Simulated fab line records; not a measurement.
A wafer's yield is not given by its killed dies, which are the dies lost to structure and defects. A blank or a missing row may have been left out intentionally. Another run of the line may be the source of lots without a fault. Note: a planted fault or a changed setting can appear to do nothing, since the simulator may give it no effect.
fab line records    flow nand_harc
record: lots: 24  wafers: 72  last_day: 34
route steps=1302 shown P_M1@316 P_M2@343 P_BONDPAD@352
lots that met no fault: from a run of the same line without faults
start_h: the number of hours between the record's first day and the start of the first shown wafer of the lot    wait_h: time in hours since the lot's previous step    " the same as in the row above    L1.1+2: one row covering several wafers at once    - no value present, or no start provided    * or withheld: withheld    < > ~ a bound
route shown NAME@n: a module of which the file shows steps, and the number in the route of the first    usual: mean/standard deviation of fault-free wafers    same: alike in all rows    chamber/n: place in a boat    sites: per-site readings    _std_site: how widely they spread, as a standard deviation    _edge_site: outer sites' mean less inner sites'    radius_mm: for every site, how far away it sits from the centre of the wafer    mask NAME#n: copy n    behind: the tool/chamber that last shaped the wafer    hold: reason for holding the lot/hours on hold/outcome of the hold    device: whichever transistor did not switch (one of n, p or np)    end of line: tests run on the same wafers once the route is complete    where a step has no rows: the recipe by itself    killed: dies lost to structure and defects at the first sort, not the wafer's yield    map: dies across one wafer; x = killed, . = not, _ = none there
set.NAME: the run value of the setting; set.NAME@STEP: its run value at that earlier step    model.NAME: the simulator's own value behind a step, which no gauge read
the route's steps for a sample of lots (tables are steps, rows are wafers)
services: from which hour (start_h, from the record's first day; less than 0 if before it) a tool's chamber was out of use, for how many hours, and why
== steps ==
step: NHARC_P_M1_PRE_CLEAN_32
recipe: time_s: 12  temp_c: 370  rf_power_w: 300  gas: NH3
usual: heater_power_w: 631/63
lot.wafer  tool      chamber  start_h  wait_h  heater_power_w
L074.1     pecvd-04  1        128.11   0.1     604
L074.2     "         0        "        "       691
L074.6     "         0        "        "       691
L075.2     pecvd-01  0        143.47   0.1     635
L075.1     "         2        "        "       673
L075.6     "         2        "        "       643
L076.3     pecvd-02  2        144.21   0.1     613
L076.5     "         2        "        "       604
L076.4     "         1        "        "       631
L077.1     pecvd-01  0        160.32   0.1     625
L077.2     "         1        "        "       673
L077.4     "         0        "        "       637
L078.2     pecvd-01  1        165.25   0.1     682
L078.5     "         1        "        "       673
L078.6     "         0        "        "       641
L079.3     pecvd-02  1        176.14   0.1     615
L079.2     "         0        "        "       755
L079.4     "         1        "        "       624
L080.2     pecvd-02  2        187.68   0.1     549
L080.4     "         1        "        "       650
L080.6     "         0        "        "       673
L081.1     pecvd-04  0        196.33   0.1     626
L081.6     "         0        "        "       629
L081.5     "         1        "        "       564
L082.1     pecvd-04  2        208.82   0.1     593
L082.5     "         2        "        "       581
L082.4     "         0        "        "       681
L083.1     pecvd-01  1        213.65   0.1     606
L083.3     "         1        "        "       606
L083.5     "         0        "        "       562
L084.2     pecvd-01  0        228.43   0.1     639
L084.6     "         0        "        "       644
L084.5     "         1        "        "       573
L085.2     pecvd-04  0        232.93   0.1     675
L085.3     "         1        "        "       642
L085.5     "         1        "        "       658
L086.2     pecvd-02  2        247.78   0.1     606
L086.4     "         1        "        "       558
L086.5     "         2        "        "       606
L087.2     pecvd-04  2        257.12   0.1     586
L087.1     "         0        "        "       609
L087.5     "         2        "        "       590
L088.3     pecvd-02  0        271.08   0.1     780
L088.1     "         2        "        "       630
L088.4     "         0        "        "       790
L089.1     pecvd-01  2        291.44   0.1     611
L089.6     "         0        "        "       623
L089.5     "         1        "        "       669
L090.1     pecvd-01  2        292.66   0.1     619
L090.3     "         0        "        "       574
L090.5     "         1        "        "       549
L091.5     pecvd-04  0        300.85   0.1     683
L091.6     "         1        "        "       648
L091.4     "         2        "        "       566
L093.2     pecvd-02  2        314.78   0.1     631
L093.5     "         1        "        "       543
L093.6     "         2        "        "       641
L092.1     pecvd-02  0        315.66   0.1     804
L092.3     "         1        "        "       631
L092.5     "         1        "        "       594
L094.2     pecvd-04  1        330.48   0.1     641
L094.3     "         0        "        "       633
L094.5     "         2        "        "       593
L095.1     pecvd-02  2        345.53   0.1     626
L095.4     "         1        "        "       538
L095.6     "         2        "        "       623
L096.1     pecvd-02  2        348.77   0.1     606
L096.6     "         1        "        "       532
L096.4     "         0        "        "       772
L097.3     pecvd-01  2        355.77   0.1     706
L097.2     "         1        "        "       566
L097.4     "         2        "        "       715
step: NHARC_P_M1_DEP_33
recipe: target_thk_a: 300  temp_c: 370  target_thk_nm: 30  pressure_torr: 3  flow_sccm: 200  rf_w: 450  material: SiCN
usual: heater_power_w: 589/61
lot.wafer  tool      chamber  start_h  wait_h  heater_power_w
L074.1     pecvd-04  1        128.19   0.1     552
L074.2     "         0        "        "       537
L074.6     "         0        "        "       539
L075.2     pecvd-01  0        143.55   0.1     508
L075.1     "         2        "        "       613
L075.6     "         2        "        "       630
L076.3     pecvd-02  2        144.29   0.1     610
L076.5     "         2        "        "       595
L076.4     "         1        "        "       530
L077.1     pecvd-01  0        160.42   0.1     542
L077.2     "         1        "        "       631
L077.4     "         0        "        "       553
L078.2     pecvd-01  1        165.33   0.1     572
L078.5     "         1        "        "       574
L078.6     "         0        "        "       567
L079.3     pecvd-02  1        176.22   0.1     548
L079.2     "         0        "        "       652
L079.4     "         1        "        "       562
L080.2     pecvd-02  2        187.79   0.1     554
L080.4     "         1        "        "       594
L080.6     "         0        "        "       718
L081.1     pecvd-04  0        196.44   0.1     562
L081.6     "         0        "        "       560
L081.5     "         1        "        "       514
L082.1     pecvd-04  2        208.93   0.1     573
L082.5     "         2        "        "       568
L082.4     "         0        "        "       601
L083.1     pecvd-01  1        213.81   0.1     546
L083.3     "         1        "        "       557
L083.5     "         0        "        "       560
L084.2     pecvd-01  0        228.55   0.1     614
L084.6     "         0        "        "       609
L084.5     "         1        "        "       580
L085.2     pecvd-04  0        233.01   0.1     521
L085.3     "         1        "        "       552
L085.5     "         1        "        "       536
L086.2     pecvd-02  2        247.92   0.1     618
L086.4     "         1        "        "       527
L086.5     "         2        "        "       591
L087.2     pecvd-04  2        257.20   0.1     520
L087.1     "         0        "        "       580
L087.5     "         2        "        "       540
L088.3     pecvd-02  0        271.16   0.1     758
L088.1     "         2        "        "       505
L088.4     "         0        "        "       747
L089.1     pecvd-01  2        291.52   0.1     614
L089.6     "         0        "        "       585
L089.5     "         1        "        "       555
L090.1     pecvd-01  2        292.77   0.1     578
L090.3     "         0        "        "       521
L090.5     "         1        "        "       595
L091.5     pecvd-04  0        301.02   0.2     593
L091.6     "         1        "        "       594
L091.4     "         2        "        "       575
L093.2     pecvd-02  2        314.92   0.1     545
L093.5     "         1        "        "       531
L093.6     "         2        "        "       537
L092.1     pecvd-02  0        315.74   0.1     676
L092.3     "         1        "        "       544
L092.5     "         1        "        "       529
L094.2     pecvd-04  1        330.56   0.1     609
L094.3     "         0        "        "       589
L094.5     "         2        "        "       460
L095.1     pecvd-02  2        345.64   0.1     597
L095.4     "         1        "        "       533
L095.6     "         2        "        "       618
L096.1     pecvd-02  2        348.88   0.1     614
L096.6     "         1        "        "       554
L096.4     "         0        "        "       781
L097.3     pecvd-01  2        355.85   0.1     650
L097.2     "         1        "        "       583
L097.4     "         2        "        "       627
step: NHARC_P_M2_ANNEAL_31
recipe: temp_c: 225  time_s: 90
usual: wafer_temp_C_max: 226.2/0.31
lot.wafer  tool           chamber  start_h  wait_h  wafer_temp_C_max
L074.1     rtp_anneal-01  0        131.26   -       225.8
L074.2     "              0        "        "       225.7
L074.6     "              0        "        "       225.9
L075.1     rtp_anneal-02  0        146.74   0.3     226.4
L075.2     "              0        "        "       226.2
L075.6     "              0        "        "       226.5
L076.3     rtp_anneal-01  0        147.60   0.3     225.8
L076.4     "              0        "        "       226.2
L076.5     "              0        "        "       226.5
L077.1     rtp_anneal-02  0        163.60   -       226.2
L077.2     "              0        "        "       225.8
L077.4     "              0        "        "       226.1
L078.2     rtp_anneal-01  0        168.45   0.4     225.9
L078.5     "              0        "        "       226.2
L078.6     "              0        "        "       225.8
L079.2     rtp_anneal-01  0        179.45   0.4     226.1
L079.3     "              0        "        "       226.2
L079.4     "              0        "        "       225.8
L080.2     rtp_anneal-01  0        191.03   -       225.7
L080.4     "              0        "        "       226.2
L080.6     "              0        "        "       226.1
L081.1     rtp_anneal-01  0        199.60   -       226.0
L081.5     "              0        "        "       226.3
L081.6     "              0        "        "       226.1
L082.1     rtp_anneal-01  0        211.94   0.3     226.7
L082.4     "              0        "        "       226.0
L082.5     "              0        "        "       226.1
L083.1     rtp_anneal-02  0        217.07   -       225.9
L083.3     "              0        "        "       226.2
L083.5     "              0        "        "       226.5
L084.2     rtp_anneal-02  0        231.91   0.3     226.1
L084.5     "              0        "        "       226.2
L084.6     "              0        "        "       226.4
L085.2     rtp_anneal-02  0        236.35   -       226.4
L085.3     "              0        "        "       226.4
L085.5     "              0        "        "       226.4
L086.2     rtp_anneal-01  0        251.64   0.4     225.9
L086.4     "              0        "        "       226.1
L086.5     "              0        "        "       225.9
L087.1     rtp_anneal-01  0        260.41   0.3     225.8
L087.2     "              0        "        "       225.6
L087.5     "              0        "        "       225.7
L088.1     rtp_anneal-02  0        274.42   0.3     226.7
L088.3     "              0        "        "       226.9
L088.4     "              0        "        "       226.5
L089.1     rtp_anneal-01  0        294.59   0.3     225.9
L089.5     "              0        "        "       225.7
L089.6     "              0        "        "       225.8
L090.1     rtp_anneal-02  0        295.79   0.3     226.6
L090.3     "              0        "        "       226.7
L090.5     "              0        "        "       226.7
L091.4     rtp_anneal-01  0        304.26   0.4     225.9
L091.5     "              0        "        "       225.9
L091.6     "              0        "        "       225.9
L093.2     rtp_anneal-01  0        318.05   -       226.4
L093.5     "              0        "        "       226.2
L093.6     "              0        "        "       226.2
L092.1     rtp_anneal-02  0        319.17   -       226.3
L092.3     "              0        "        "       226.3
L092.5     "              0        "        "       226.6
L094.2     rtp_anneal-01  0        333.72   0.3     225.8
L094.3     "              0        "        "       226.1
L094.5     "              0        "        "       226.0
L095.1     rtp_anneal-02  0        348.85   -       226.4
L095.4     "              0        "        "       226.2
L095.6     "              0        "        "       227.0
L096.1     rtp_anneal-02  0        352.14   0.3     225.9
L096.4     "              0        "        "       226.2
L096.6     "              0        "        "       226.7
L097.2     rtp_anneal-01  0        359.13   -       226.4
L097.3     "              0        "        "       226.5
L097.4     "              0        "        "       226.4
step: NHARC_P_M2_CMP_23
recipe: t_overpolish_s: 20  target_thk_nm: 144.3
usual: motor_current_A: 11.9/1.4  slurry_filter_dp_kPa: 13.51/0.12  time_to_endpoint_s: 29/3.6
lot.wafer  tool    chamber  start_h  wait_h  motor_current_A  slurry_filter_dp_kPa  time_to_endpoint_s
L074.1     cmp-01  3        131.64   -       12.6             13.69                 33
L074.2     "       1        "        "       10.0             13.51                 32
L074.6     "       2        "        "       11.9             13.31                 33
L075.2     cmp-04  0        147.14   -       10.9             13.53                 26
L075.1     "       1        "        "       12.8             13.66                 34
L075.6     "       2        "        "       9.9              13.26                 26
L076.4     cmp-04  1        147.87   -       12.6             13.44                 33
L076.3     "       2        "        "       10.2             13.56                 25
L076.5     "       0        "        "       10.8             13.40                 27
L077.1     cmp-04  3        163.99   -       13.3             13.39                 26
L077.4     "       0        "        "       10.7             13.33                 21
L077.2     "       1        "        "       13.1             13.57                 27
L078.2     cmp-01  2        168.77   -       11.9             13.44                 31
L078.6     "       1        "        "       10.1             13.58                 31
L078.5     "       2        "        "       11.2             13.44                 32
L079.4     cmp-01  2        179.74   -       11.8             13.55                 29
L079.2     "       3        "        "       11.9             13.62                 28
L079.3     "       1        "        "       10.4             13.51                 31
L080.4     cmp-04  2        191.32   -       10.2             13.55                 21
L080.2     "       0        "        "       10.7             13.44                 24
L080.6     "       2        "        "       10.2             13.81                 20
L081.1     cmp-01  3        199.94   -       12.4             13.53                 35
L081.5     "       3        "        "       12.6             13.73                 35
L081.6     "       0        "        "       13.9             13.62                 31
L082.4     cmp-01  0        212.29   -       13.7             13.52                 29
L082.1     "       3        "        "       11.9             13.77                 32
L082.5     "       0        "        "       13.4             13.45                 29
L083.3     cmp-03  2        217.45   -       11.3             13.41                 25
L083.1     "       3        "        "       11.7             13.59                 25
L083.5     "       2        "        "       11.4             13.55                 25
L084.2     cmp-04  2        232.26   -       10.3             13.43                 22
L084.5     "       0        "        "       10.9             13.25                 24
L084.6     "       1        "        "       12.7             13.59                 30
L085.3     cmp-01  3        236.70   -       12.4             13.50                 28
L085.2     "       0        "        "       13.6             13.54                 31
L085.5     "       1        "        "       9.9              13.41                 31
L086.2     cmp-01  2        251.94   -       11.6             13.27                 30
L086.4     "       3        "        "       12.3             13.44                 31
L086.5     "       2        "        "       11.7             13.76                 32
L087.2     cmp-04  3        260.76   -       13.3             13.51                 28
L087.1     "       1        "        "       13.3             13.35                 28
L087.5     "       0        "        "       11.1             13.48                 25
L088.4     cmp-01  0        274.77   -       13.8             13.43                 29
L088.1     "       1        "        "       9.9              13.56                 31
L088.3     "       3        "        "       13.2             13.64                 32
L089.1     cmp-04  2        294.95   -       10.3             13.48                 24
L089.6     "       1        "        "       13.1             13.49                 30
L089.5     "       2        "        "       10.3             13.44                 23
L090.1     cmp-03  0        296.13   -       11.1             13.38                 34
L090.3     "       2        "        "       11.4             13.59                 28
L090.5     "       1        "        "       12.5             13.50                 31
L091.4     cmp-04  1        304.53   -       13.4             13.46                 32
L091.6     "       2        "        "       10.3             13.50                 21
L091.5     "       3        "        "       13.3             13.41                 25
L093.2     cmp-01  2        318.39   -       12.0             13.58                 29
L093.5     "       0        "        "       13.4             13.51                 28
L093.6     "       1        "        "       10.0             13.53                 31
L092.3     cmp-01  1        319.52   -       9.6              13.59                 33
L092.1     "       0        "        "       13.6             13.58                 28
L092.5     "       2        "        "       11.5             13.57                 30
L094.2     cmp-01  0        334.04   -       14.5             13.50                 29
L094.3     "       1        "        "       9.9              13.44                 33
L094.5     "       0        "        "       13.3             13.54                 32
L095.4     cmp-03  0        349.19   -       11.5             13.50                 33
L095.1     "       2        "        "       11.4             13.58                 27
L095.6     "       1        "        "       12.7             13.64                 30
L096.4     cmp-01  2        352.52   -       11.5             13.63                 32
L096.1     "       1        "        "       10.1             13.46                 31
L096.6     "       2        "        "       11.3             13.45                 30
L097.4     cmp-01  1        359.45   -       9.8              13.60                 34
L097.3     "       2        "        "       11.8             13.55                 32
L097.2     "       3        "        "       11.9             13.42                 31
step: NHARC_P_BONDPAD_CMP_32
recipe: target_thk_nm: 200  material: SiCN
usual: motor_current_A: 12.0/1.2  slurry_filter_dp_kPa: 13.50/0.13
lot.wafer  tool    chamber  start_h  wait_h  motor_current_A  slurry_filter_dp_kPa
L074.1     cmp-03  3        133.05   -       12.2             13.43
L074.2     "       1        "        "       12.0             13.46
L074.6     "       0        "        "       11.0             13.28
L075.2     cmp-04  2        148.87   -       10.0             13.50
L075.1     "       1        "        "       13.0             13.45
L075.6     "       2        "        "       9.9              13.69
L076.4     cmp-04  0        149.26   -       10.8             13.45
L076.3     "       1        "        "       13.1             13.20
L076.5     "       1        "        "       12.8             13.62
L077.1     cmp-04  2        165.38   -       10.5             13.24
L077.4     "       3        "        "       13.8             13.60
L077.2     "       1        "        "       13.3             13.70
L078.2     cmp-02  1        170.23   -       14.1             13.37
L078.6     "       3        "        "       12.3             13.41
L078.5     "       0        "        "       11.6             13.63
L079.3     cmp-03  2        181.21   -       11.2             13.68
L079.4     "       3        "        "       12.2             13.58
L079.2     "       0        "        "       11.1             13.53
L080.2     cmp-03  2        192.78   -       11.2             13.41
L080.4     "       3        "        "       11.6             13.66
L080.6     "       1        "        "       12.1             13.41
L081.1     cmp-02  2        201.43   -       11.1             13.44
L081.6     "       0        "        "       12.1             13.47
L081.5     "       1        "        "       13.8             13.56
L082.1     cmp-04  0        213.78   -       11.1             13.46
L082.4     "       1        "        "       12.5             13.50
L082.5     "       2        "        "       10.1             13.63
L083.1     cmp-03  3        219.07   -       12.5             13.49
L083.3     "       0        "        "       11.7             13.44
L083.5     "       1        "        "       12.6             13.43
L084.2     cmp-04  1        233.62   -       12.7             13.53
L084.5     "       1        "        "       13.2             13.28
L084.6     "       2        "        "       9.7              13.44
L085.3     cmp-04  2        238.12   -       10.6             13.57
L085.2     "       3        "        "       13.4             13.56
L085.5     "       1        "        "       13.6             13.49
L086.2     cmp-03  2        253.56   0.5     11.6             13.45
L086.4     "       3        "        "       11.7             13.49
L086.5     "       1        "        "       12.6             13.54
L087.1     cmp-02  0        262.19   -       11.8             13.49
L087.2     "       2        "        "       11.8             13.53
L087.5     "       1        "        "       14.7             13.25
L088.1     cmp-02  1        276.25   -       14.3             13.48
L088.3     "       2        "        "       10.7             13.55
L088.4     "       3        "        "       12.3             13.49
L089.1     cmp-04  0        296.39   -       10.5             13.61
L089.5     "       0        "        "       10.9             13.45
L089.6     "       1        "        "       12.9             13.43
L090.3     cmp-04  1        297.57   -       13.0             13.48
L090.1     "       3        "        "       13.4             13.30
L090.5     "       1        "        "       13.1             13.52
L091.4     cmp-02  1        305.91   -       13.7             13.65
L091.6     "       0        "        "       12.0             13.45
L091.5     "       1        "        "       13.3             13.49
L093.2     cmp-02  1        319.79   -       14.0             13.76
L093.6     "       3        "        "       11.9             13.48
L093.5     "       0        "        "       12.4             13.47
L092.1     cmp-04  2        320.97   -       10.4             13.54
L092.3     "       3        "        "       13.4             13.58
L092.5     "       1        "        "       13.7             13.39
L094.2     cmp-03  0        335.45   -       11.2             13.66
L094.3     "       1        "        "       12.0             13.64
L094.5     "       0        "        "       11.0             13.45
L095.1     cmp-02  3        350.65   -       12.1             13.93
L095.4     "       0        "        "       12.0             13.79
L095.6     "       2        "        "       11.0             13.39
L096.4     cmp-03  1        354.01   -       13.0             13.66
L096.1     "       2        "        "       11.2             13.24
L096.6     "       3        "        "       11.9             13.62
L097.4     cmp-02  2        360.88   -       11.4             13.57
L097.3     "       3        "        "       12.6             13.55
L097.2     "       0        "        "       11.8             13.38
step: NHARC_P_BONDPAD_PVD_17
recipe: target_thk_a: 50  bias_v: 168.6  power_w: 15000  chamber_pressure_pa: 0.12  time_s: 8.06  substrate_temp_c: 50  material: TaN
usual: throttle_valve_pct: 30.1/0.65
lot.wafer  tool            chamber  start_h  wait_h  throttle_valve_pct
L074.2     pvd_sputter-02  -        -        -       30.7
L074.1     "               -        "        "       30.5
L074.6     "               -        "        "       30.5
L075.1     pvd_sputter-02  -        -        -       30.7
L075.2     "               -        "        "       30.4
L075.6     "               -        "        "       30.7
L076.3     pvd_sputter-02  -        -        -       30.7
L076.4     "               -        "        "       30.8
L076.5     "               -        "        "       30.7
L077.4     pvd_sputter-03  -        -        -       30.5
L077.2     "               -        "        "       30.5
L077.1     "               -        "        "       29.8
L078.2     pvd_sputter-02  -        -        -       29.6
L078.5     "               -        "        "       30.6
L078.6     "               -        "        "       30.6
L079.4     pvd_sputter-03  -        -        -       29.5
L079.2     "               -        "        "       30.2
L079.3     "               -        "        "       30.4
L080.2     pvd_sputter-03  -        -        -       29.9
L080.4     "               -        "        "       30.9
L080.6     "               -        "        "       30.2
L081.1     pvd_sputter-02  -        -        -       30.5
L081.6     "               -        "        "       29.5
L081.5     "               -        "        "       30.8
L082.4     pvd_sputter-03  -        -        -       30.9
L082.1     "               -        "        "       30.1
L082.5     "               -        "        "       30.8
L083.1     pvd_sputter-03  -        -        -       29.6
L083.3     "               -        "        "       30.1
L083.5     "               -        "        "       29.5
L084.2     pvd_sputter-03  -        -        -       30.6
L084.5     "               -        "        "       29.4
L084.6     "               -        "        "       30.0
L085.3     pvd_sputter-02  -        -        -       31.0
L085.2     "               -        "        "       29.6
L085.5     "               -        "        "       29.7
L086.2     pvd_sputter-01  -        -        -       29.6
L086.4     "               -        "        "       30.0
L086.5     "               -        "        "       29.7
L087.2     pvd_sputter-01  -        -        -       29.7
L087.1     "               -        "        "       28.2
L087.5     "               -        "        "       29.9
L088.1     pvd_sputter-01  -        -        -       28.1
L088.3     "               -        "        "       29.2
L088.4     "               -        "        "       29.7
L089.1     pvd_sputter-02  -        -        -       29.8
L089.6     "               -        "        "       29.9
L089.5     "               -        "        "       30.9
L090.3     pvd_sputter-03  -        -        -       30.3
L090.1     "               -        "        "       29.9
L090.5     "               -        "        "       30.2
L091.4     pvd_sputter-03  -        -        -       31.0
L091.6     "               -        "        "       29.9
L091.5     "               -        "        "       30.3
L093.2     pvd_sputter-02  -        -        -       30.5
L093.6     "               -        "        "       30.4
L093.5     "               -        "        "       30.0
L092.1     pvd_sputter-03  -        -        -       30.0
L092.3     "               -        "        "       31.0
L092.5     "               -        "        "       30.1
L094.3     pvd_sputter-02  -        -        -       30.3
L094.2     "               -        "        "       29.8
L094.5     "               -        "        "       30.2
L095.1     pvd_sputter-02  -        -        -       29.9
L095.4     "               -        "        "       31.0
L095.6     "               -        "        "       30.2
L096.4     pvd_sputter-01  -        -        -       28.1
L096.1     "               -        "        "       30.1
L096.6     "               -        "        "       29.7
L097.2     pvd_sputter-02  -        -        -       30.0
L097.4     "               -        "        "       30.4
L097.3     "               -        "        "       31.3
== services ==
tool      chamber  start_h  hours  kind
cmp-04    -        111.00   4.0    pm
pecvd-01  -        130.34   13.0   pm
cmp-01    -        134.40   1.3    repair
pecvd-04  -        143.21   2.2    repair
cmp-01    -        146.87   2.2    repair
cmp-01    -        153.95   0.9    repair
cmp-04    -        183.58   4.5    repair
cmp-01    -        185.81   4.0    pm
cmp-04    -        209.00   4.0    pm
pecvd-01  2        210.51   18.0   repair
cmp-01    -        214.28   4.4    repair
pecvd-02  0        220.34   3.9    repair
pecvd-02  -        227.26   13.0   pm
pecvd-02  1        249.73   14.4   repair
cmp-04    -        263.80   6.4    repair
pecvd-04  1        267.86   4.9    repair
pecvd-04  -        269.00   13.0   pm
pecvd-02  0        280.37   8.9    repair
cmp-04    -        290.67   0.9    repair
cmp-04    -        307.00   4.0    pm
pecvd-01  -        311.38   13.0   pm
cmp-04    -        312.70   2.1    repair
cmp-04    -        332.45   3.1    repair
pecvd-01  2        338.24   2.3    repair
== key ==
fault none
